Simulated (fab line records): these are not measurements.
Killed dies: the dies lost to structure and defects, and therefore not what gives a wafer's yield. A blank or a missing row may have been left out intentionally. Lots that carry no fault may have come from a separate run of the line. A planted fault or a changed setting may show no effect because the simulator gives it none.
Chamber matching / flow nand harc / NHARC_A_STAIRCASE_ALD_420 on ald hk-02 has 4 sister chambers
The step deposits SiO2, target thk 20 nm, pulse time 6 s, ald cycles 200. 14 wafers are shown with their chamber, then 7 later ones without.

WAFERS, EACH WITH ITS CHAMBER
wafer=L083.1; chamber=0; heater power w (W)=585; precursor pulse height rel=0.962; susceptor temp C (C)=300.13
wafer=L083.2; chamber=1; heater power w (W)=525; precursor pulse height rel=1.014; susceptor temp C (C)=300.16
wafer=L083.3; chamber=3; heater power w (W)=449; precursor pulse height rel=1.028; susceptor temp C (C)=299.57
wafer=L086.2; chamber=1; heater power w (W)=510; precursor pulse height rel=0.972; susceptor temp C (C)=299.80
wafer=L086.3; chamber=3; heater power w (W)=444; precursor pulse height rel=1.010; susceptor temp C (C)=300.14
wafer=L086.5; chamber=1; heater power w (W)=513; precursor pulse height rel=1.002; susceptor temp C (C)=300.25
wafer=L089.2; chamber=1; heater power w (W)=509; precursor pulse height rel=0.995; susceptor temp C (C)=300.06
wafer=L089.3; chamber=0; heater power w (W)=577; precursor pulse height rel=0.992; susceptor temp C (C)=300.35
wafer=L089.5; chamber=2; heater power w (W)=399; precursor pulse height rel=1.017; susceptor temp C (C)=300.22
wafer=L090.2; chamber=2; heater power w (W)=404; precursor pulse height rel=1.005; susceptor temp C (C)=299.99
wafer=L090.3; chamber=1; heater power w (W)=491; precursor pulse height rel=1.035; susceptor temp C (C)=299.88
wafer=L090.6; chamber=0; heater power w (W)=580; precursor pulse height rel=1.000; susceptor temp C (C)=300.19
wafer=L092.2; chamber=2; heater power w (W)=393; precursor pulse height rel=1.009; susceptor temp C (C)=300.13
wafer=L092.5; chamber=0; heater power w (W)=590; precursor pulse height rel=0.999; susceptor temp C (C)=300.25

SIGNATURES, as means of the wafers listed above
reading=heater power w; chamber 0=583.00; chamber 1=509.60; chamber 2=398.67; chamber 3=446.50; scatter within a chamber=8.75
reading=precursor pulse height rel; chamber 0=0.98825; chamber 1=1.00360; chamber 2=1.01033; chamber 3=1.01900; scatter within a chamber=0.0183
reading=susceptor temp C; chamber 0=300.2300; chamber 1=300.0300; chamber 2=300.1133; chamber 3=299.8550; scatter within a chamber=0.189
Rule: a wafer lies at a distance from a chamber equal to the root of the sum of squares, over the readings, of (its reading less the chamber's mean, divided by the reading's scatter). If the next closest chamber is less than 2 further off than the closest, the wafer can't be placed; otherwise it belongs to the closest. The scatter: the root of (the sum of the squares of (reading less its chamber's mean) over the shown wafers, divided by (wafers less chambers)).

WAFERS WITHOUT THEIR CHAMBER
wafer=L092.6; heater power w (W)=501; precursor pulse height rel=1.011; susceptor temp C (C)=300.16
wafer=L094.2; heater power w (W)=407; precursor pulse height rel=0.970; susceptor temp C (C)=300.00
wafer=L094.4; heater power w (W)=574; precursor pulse height rel=1.018; susceptor temp C (C)=299.90
wafer=L094.5; heater power w (W)=497; precursor pulse height rel=0.997; susceptor temp C (C)=299.91
wafer=L097.3; heater power w (W)=577; precursor pulse height rel=1.016; susceptor temp C (C)=300.64
wafer=L097.5; heater power w (W)=515; precursor pulse height rel=1.002; susceptor temp C (C)=300.37
wafer=L097.6; heater power w (W)=569; precursor pulse height rel=1.020; susceptor temp C (C)=300.50

CHAMBER TAKEN BY EACH
wafer=L092.6; from the rows above=1; in truth=1
wafer=L094.2; from the rows above=2; in truth=2
wafer=L094.4; from the rows above=0; in truth=0
wafer=L094.5; from the rows above=1; in truth=1
wafer=L097.3; from the rows above=0; in truth=0
wafer=L097.5; from the rows above=1; in truth=1
wafer=L097.6; from the rows above=0; in truth=0
Correct placement for 7 of the 7. Can't be placed from these rows: 0. Placed wrongly: 0.
